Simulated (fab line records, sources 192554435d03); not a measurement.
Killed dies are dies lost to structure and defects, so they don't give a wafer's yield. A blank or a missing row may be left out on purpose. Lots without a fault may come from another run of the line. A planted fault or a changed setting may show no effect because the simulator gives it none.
Split-lot experiment | flow n5_finfet | 7 lots, 21 wafers read, on a route of 1938 steps

THE SPLIT
At N5_STI_FIN_REVEAL_ETCHBACK_08 (etches SiO2 in C4F6/O2, target depth 30.5 nm, time 10.167 s), the setting time_s was moved away from the recipe's 10.167 s on 6 of the 21 wafers read, by -21.6% to +16.5%. The other wafers ran this setting at the recipe's value.

FROM THE SPLIT TO THE READING: what the file shows between them, 3 steps
- N5_STI_FIN_REVEAL_STRIP_24: strips in N2/H2, time 90 s
- N5_STI_FIN_REVEAL_PRECLEAN_25: cleans in SPM, time 90 s
- N5_STI_FIN_REVEAL_SRD_23: time 30 s

THE READING
trench_depth_nm, in nm, at N5_STI_FIN_REVEAL_FIN_H_MEAS_10. Fault-free wafers of this fab line usually give 51.4 nm, standard deviation 0.65 nm.

wafer  | tool, chamber at the split | time_s as run, s | against the recipe | trench_depth_nm, nm | against lot-mates on the recipe
L079.1 | rie_diel-01, 0,2,1         | 10.167           | recipe             | 51.2                | -
L079.5 | rie_diel-01, 0,2,1         | 10.167           | recipe             | 52.2                | -
L079.6 | rie_diel-01, 0,2,1         | 10.167           | recipe             | 51.9                | -
L081.1 | rie_diel-01, 2,1,1         | 10.167           | recipe             | 52.0                | -
L081.2 | rie_diel-01, 2,1,1         | 10.167           | recipe             | 51.6                | -
L081.5 | rie_diel-01, 2,1,1         | 10.167           | recipe             | 52.4                | -
L084.1 | rie_diel-03, 3             | 7.975            | -21.6%             | 47.0                | -5.8
L084.2 | rie_diel-03, 1,0           | 10.167           | recipe             | 52.9                | -
L084.4 | rie_diel-03, 1,0           | 10.167           | recipe             | 52.6                | -
L087.2 | rie_diel-03, 3             | 10.167           | recipe             | 50.6                | -
L087.3 | rie_diel-03, 0,1           | 11.75            | +15.6%             | 55.6                | +5.0
L087.4 | rie_diel-03, 0,1           | 11.75            | +15.6%             | 55.9                | +5.3
L091.2 | rie_diel-04, 3             | 10.167           | recipe             | 51.3                | -
L091.3 | rie_diel-04, 0,3           | 11.84            | +16.5%             | 56.4                | +5.1
L091.5 | rie_diel-04, 0,3           | 11.84            | +16.5%             | 56.8                | +5.5
L093.2 | rie_diel-04, 1,3,0         | 10.167           | recipe             | 50.2                | -
L093.4 | rie_diel-04, 1,3,0         | 10.167           | recipe             | 51.3                | -
L093.6 | rie_diel-04, 1,3,0         | 10.167           | recipe             | 51.2                | -
L096.1 | rie_diel-03, 3             | 8.75             | -13.9%             | 47.1                | -4.4
L096.2 | rie_diel-03, 2,0           | 10.167           | recipe             | 51.6                | -
L096.5 | rie_diel-03, 2,0           | 10.167           | recipe             | 51.5                | -
Where a row lists several chambers, the file gives one row for several wafers and doesn't say which wafer went through which chamber.

THE FIT
A straight line over all 21 wafers: trench_depth_nm changes by +0.269 nm for each +1% of time_s; r = +0.96; the points scatter about the line by 0.73 nm.
The same after taking each lot's own level away (the mean of its wafers on the recipe; 21 wafers): +0.307 nm for each +1%; r = +0.99; scatter 0.38 nm.
On that fit, the largest move of time_s shifts the reading by 6.6 nm.
The lots' own levels span 50.60 to 52.75 nm, that is 3.3 times the standard deviation above.
So the lot-to-lot level changes the slope: the two fits differ.
Check: with one of the wafers moved furthest among these (-21.6%) left out of the fit, the line predicts -6.99 nm for it against its lot-mates. It came out at -5.75 nm against them.

OTHER SPLITS ON THESE WAFERS
These wafers also went through other splits before the reading. Each is held against what the fit with the lots' levels taken away leaves over:
other split on the same wafers    | wafers away from the commonest value | r with trench_depth_nm (lot level and that fit taken away)
N5_ZERO_LAYER_EXPOSE_08 dose_mj   | 6                                    | +0.14
N5_WELL_APT_EXPOSE_22 dose_mj     | 8                                    | +0.37
N5_FIN_SAQP_ETCH_52 source_w      | 10                                   | +0.18
N5_FIN_SAQP_SPACER1_ALD_24 temp_c | 6                                    | +0.03

THE FILE'S OWN FIT
trench_depth_nm changes by +0.302 nm for each +1% of time_s, r = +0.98.
